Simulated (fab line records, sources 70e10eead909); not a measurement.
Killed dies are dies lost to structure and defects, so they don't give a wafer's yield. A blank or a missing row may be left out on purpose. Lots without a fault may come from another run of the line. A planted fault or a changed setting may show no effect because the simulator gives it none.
Which tool did it? | flow nand_harc | 6 lots, 18 wafers sampled, at 4 steps of a route of 1302

WHAT THE GAUGES READ, wafer by wafer
NHARC_END_SORT_01.
lot  | measured     | on        | killed_at_other
L599 | day 26 10:49 | prober-02 | 0 0 0
L604 | day 27 13:40 | prober-01 | 0 1 1
L605 | day 28 05:19 | prober-01 | 3 0 0
L610 | day 31 10:38 | prober-02 | 1 0 0
L616 | day 32 23:49 | prober-02 | 0 0 0

WHICH TOOL RAN EACH LOT (tool, then ch and the chambers of the sampled wafers, then the start)
lot  | NHARC_THIN_TSV_CMP_01         | NHARC_THIN_TSV_STRIP_45              | NHARC_THIN_TSV_DEP_47
L599 | cmp-02 ch 1,2, day 25 18:28   | plasma_asher-02 ch 0,1, day 25 20:50 | pecvd-04 ch 0,1,2, day 25 21:41
L604 | cmp-02 ch 1,2, day 26 23:36   | plasma_asher-02 ch 0,1, day 27 01:49 | pecvd-04 ch 0,2, day 27 02:37
L605 | cmp-04 ch 0,1,3, day 27 09:58 | plasma_asher-02 ch 0,1, day 27 12:19 | pecvd-01 ch 0,1, day 27 13:04
L611 | cmp-02 ch 2,3, day 29 14:02   | plasma_asher-02 ch 0,1, day 29 16:19 | pecvd-04 ch 0,1, day 29 17:07
L610 | cmp-02 ch 1,2, day 30 18:13   | plasma_asher-01 ch 1, day 30 20:33   | pecvd-02 ch 1,2, day 30 21:21
L616 | cmp-02 ch 0,1,3, day 32 03:13 | plasma_asher-02 ch 0,1, day 32 05:37 | pecvd-02 ch 1,2, day 32 06:23
- NHARC_THIN_TSV_CMP_01: polishes.
- NHARC_THIN_TSV_STRIP_45: strips in O2.
- NHARC_THIN_TSV_DEP_47: deposits SiO2, target thk 200 nm.

THE ANSWER, worked out from the rows above alone
Rule: what is usual is taken from the lots themselves. Put in order of their means at a reading, lots are off if they are a third of the lots or fewer, leave a main group of 4 or more, and stand apart from it by a gap of 3 or more times the standard deviation of the main group's means; of several such gaps the widest counts. A main group whose means are all the same, to the digits that the tables above print for the reading, isn't used. A lot without any number at a reading at which 4 lots or more have one is off too. The other lots that the step has rows for count as sound.
No lot is off at any reading shown: from this, nothing can be told.

WHAT THE SIMULATOR HAD PUT IN
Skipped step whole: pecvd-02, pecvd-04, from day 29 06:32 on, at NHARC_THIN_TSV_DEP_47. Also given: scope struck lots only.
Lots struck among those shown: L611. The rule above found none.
